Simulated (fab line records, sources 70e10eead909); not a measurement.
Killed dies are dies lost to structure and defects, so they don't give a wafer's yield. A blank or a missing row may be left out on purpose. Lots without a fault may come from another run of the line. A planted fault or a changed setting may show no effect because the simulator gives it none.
A struck lot beside a sound one | flow nand_harc | 18 steps out of a route of 1159
Sound: wafers L586.1, L586.4, L586.5. Struck: wafer L597.4. (L597.5 of the same lot was not struck and is left out.) The cause comes at the end.
At each step with rows: each side's tool, then ch and its chambers, then its first start. Under that, the readings that differ: sound wafers | struck wafers | difference of the means | sigmas: that difference in standard deviations of wafers without a fault.
alike: readings whose means differ by less than 2 such deviations, and words and numbers that are the same on both sides. not compared: withheld readings, readings that some wafer has no value for, bounds like >300 that may hide the same value, and numbers for which the record gives no deviation and whose values overlap.
The two part at a step that has a row with sigmas, a row that says differs or no value, or rows on one side only. Numbers that don't overlap but have no deviation are shown without sigmas and don't part them. A reading that every wafer of one side lacks parts them only if that side has two wafers or more.

NHARC_P_ZERO_WELL_CD_MEAS_24: target cd 720 nm.
  sound on cd_sem-01 ch 0, day 2 20:31; struck on cd_sem-02 ch 0, day 5 14:29
  alike: cd_nm
then, 1 step without rows for these wafers: NHARC_P_ZERO_WELL_HARDBAKE_25 (time 80 s).
NHARC_P_ZERO_WELL_DESCUM_26: chemistry O2, time 3 s.
  sound on rie_diel-13 ch 1,3, day 2 20:41; struck on rie_diel-13 ch 2, day 5 14:38
  reading               | sound             | struck | difference | sigmas
  oes_product_au (a.u.) | 1.015 1.010 1.014 | 0.972  | -0.041     | -3
  alike: chamber_pressure_mTorr, drypump_motor_current_A, rf_vpp_V, showerhead_plenum_p_Torr, throttle_valve_pct
  not compared: rf_hours_counter_h
then, 9 steps without rows for these wafers: NHARC_P_ZERO_WELL_IMPLANT_27; NHARC_P_ZERO_WELL_IMPLANT_57; NHARC_P_ZERO_WELL_IMPLANT_58; NHARC_P_ZERO_WELL_STRIP_28 (strips in SPM, time 840 s); NHARC_P_ZERO_WELL_DEHYDRATE_29 (time 120 s); NHARC_P_ZERO_WELL_HMDS_30 (time 30 s); NHARC_P_ZERO_WELL_COAT_31; NHARC_P_ZERO_WELL_SOFTBAKE_32 (time 95 s); NHARC_P_ZERO_WELL_EBR_33.
NHARC_P_ZERO_WELL_EXPOSE_34: exposes mask P PWELL, target cd 720 nm.
  sound on krf_scanner-01 ch 0, day 2 21:53; struck on krf_scanner-02 ch 0, day 5 15:52
  alike: mask, reticle_temp_C
then, 2 steps without rows for these wafers: NHARC_P_ZERO_WELL_PEB_35 (peb time 85 s); NHARC_P_ZERO_WELL_DEVELOP_36 (time 70 s).
NHARC_P_ZERO_WELL_CD_MEAS_37: target cd 720 nm.
  sound on cd_sem-02 ch 0, day 2 22:02; struck on cd_sem-01 ch 0, day 5 16:01
  reading    | sound             | struck | difference | sigmas
  cd_nm (nm) | 718.4 718.4 716.5 | 731.9  | +14.1      | +8
then, 2 steps without rows for these wafers: NHARC_P_ZERO_WELL_HARDBAKE_38 (time 80 s); NHARC_END_SORT_01.

WHERE THEY PART
First at NHARC_P_ZERO_WELL_DESCUM_26; last, within this record, at NHARC_P_ZERO_WELL_CD_MEAS_37.

WHY: what the simulator had put in
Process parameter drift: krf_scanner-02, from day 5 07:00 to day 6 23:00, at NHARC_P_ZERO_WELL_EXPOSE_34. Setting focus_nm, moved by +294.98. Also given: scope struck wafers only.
